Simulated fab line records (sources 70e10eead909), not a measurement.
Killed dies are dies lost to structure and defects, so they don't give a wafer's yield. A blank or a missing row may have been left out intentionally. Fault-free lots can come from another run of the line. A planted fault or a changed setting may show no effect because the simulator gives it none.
Matching of chambers :: flow nand_harc :: ald_hk-04 running NHARC_A_CHANNEL_FILL_D1_ALD_16: 4 sister chambers
The step deposits SiO2, target thk 1.5 nm, pulse time 10 s, ald cycles 15. 8 wafers are shown with their chamber, then 12 later ones without.

WAFERS, EACH WITH ITS CHAMBER
wafer: L080.4
chamber: 3
heater_power_w (W): 478
precursor_pulse_height_rel: 0.971

wafer: L085.6
chamber: 0
heater_power_w (W): 487
precursor_pulse_height_rel: 1.006

wafer: L089.2
chamber: 1
heater_power_w (W): 526
precursor_pulse_height_rel: 0.940

wafer: L089.4
chamber: 0
heater_power_w (W): 498
precursor_pulse_height_rel: 0.972

wafer: L089.6
chamber: 2
heater_power_w (W): 450
precursor_pulse_height_rel: 1.006

wafer: L089.1
chamber: 3
heater_power_w (W): 489
precursor_pulse_height_rel: 1.039

wafer: L089.3
chamber: 2
heater_power_w (W): 455
precursor_pulse_height_rel: 1.001

wafer: L089.5
chamber: 1
heater_power_w (W): 542
precursor_pulse_height_rel: 1.005

WAFERS WITHOUT THEIR CHAMBER
wafer: L090.1
heater_power_w (W): 487
precursor_pulse_height_rel: 1.013

wafer: L090.3
heater_power_w (W): 494
precursor_pulse_height_rel: 0.987

wafer: L090.4
heater_power_w (W): 530
precursor_pulse_height_rel: 0.988

wafer: L091.2
heater_power_w (W): 522
precursor_pulse_height_rel: 1.004

wafer: L091.3
heater_power_w (W): 456
precursor_pulse_height_rel: 1.047

wafer: L091.4
heater_power_w (W): 484
precursor_pulse_height_rel: 1.015

wafer: L092.3
heater_power_w (W): 526
precursor_pulse_height_rel: 0.973

wafer: L092.4
heater_power_w (W): 498
precursor_pulse_height_rel: 0.992

wafer: L092.5
heater_power_w (W): 498
precursor_pulse_height_rel: 0.986

wafer: L092.1
heater_power_w (W): 485
precursor_pulse_height_rel: 1.032

wafer: L092.2
heater_power_w (W): 464
precursor_pulse_height_rel: 0.996

wafer: L092.6
heater_power_w (W): 533
precursor_pulse_height_rel: 0.998

CHAMBER TAKEN BY EACH
wafer: L090.1
from the rows above: can't be placed: 3 or 0
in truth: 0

wafer: L090.3
from the rows above: can't be placed: 0 or 3
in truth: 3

wafer: L090.4
from the rows above: 1
in truth: 1

wafer: L091.2
from the rows above: can't be placed: 1 or 0
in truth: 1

wafer: L091.3
from the rows above: 2
in truth: 2

wafer: L091.4
from the rows above: can't be placed: 3 or 0
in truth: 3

wafer: L092.3
from the rows above: 1
in truth: 1

wafer: L092.4
from the rows above: can't be placed: 0 or 3
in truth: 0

wafer: L092.5
from the rows above: can't be placed: 0 or 3
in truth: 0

wafer: L092.1
from the rows above: can't be placed: 3 or 0
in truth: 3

wafer: L092.2
from the rows above: can't be placed: 2 or 3
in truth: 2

wafer: L092.6
from the rows above: 1
in truth: 1
Correct placement for 4 of the 12. Cannot be placed on the basis of these rows: 8; the candidates contain the true chamber in 8. Number placed wrongly: 0.
How it was worked out, from the rows above alone: a wafer's distance from a chamber is the root of the sum, over the readings, of the square of ((its reading less the chamber's mean) divided by the reading's scatter). The wafer belongs to the nearest chamber; if the next one is less than 2 further off, it can't be placed. Each chamber's mean is taken over the wafers shown for it. How the scatter is found: for the shown wafers, subtract from each reading the mean of its chamber, square and add these, divide the total by (wafers less chambers), then take the root.
